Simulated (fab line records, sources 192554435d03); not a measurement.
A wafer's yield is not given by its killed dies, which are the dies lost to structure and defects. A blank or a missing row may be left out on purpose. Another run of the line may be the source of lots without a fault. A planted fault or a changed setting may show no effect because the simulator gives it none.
Chamber matching	flow n5-finfet	4 sister chambers for N5_SD_EPI_P_DESCUM_14 on rie-diel-01
The step chemistry O2, time 7.9 s. 4 wafers are shown with their chamber, then 7 later ones without.

== EACH WAFER AND ITS CHAMBER ==
wafer	chamber	drypump-motor-current-A (A)
L094.4	3	5.2
L094.6	1	5.8
L096.1	2	4.8
L096.2	0	6.2

== WAFERS WITHOUT THEIR CHAMBER ==
wafer	drypump-motor-current-A (A)
L096.3	5.2
L096.4	6.2
L096.5	5.2
L096.6	4.8
L097.3	5.2
L097.4	4.8
L097.6	6.1

== THE CHAMBER EACH PASSED THROUGH ==
wafer	from the rows above	in truth
L096.3	3	3
L096.4	0	0
L096.5	3	3
L096.6	2	2
L097.3	3	3
L097.4	2	2
L097.6	0	0
Correct placement for 7 of the 7. Number that these rows cannot place: 0. Number placed wrongly: 0.
How it was worked out, from the rows above alone: a wafer's distance from a chamber is the root of the sum, over the readings, of the square of ((its reading less the chamber's mean) divided by the reading's scatter). The wafer belongs to the nearest chamber; if the next one is less than 2 further off, it can't be placed. A chamber's mean is the mean of its shown wafers. The scatter (one wafer shown for each chamber): square how far every hidden wafer sits from the nearest shown wafer, average those squares and take the square root.
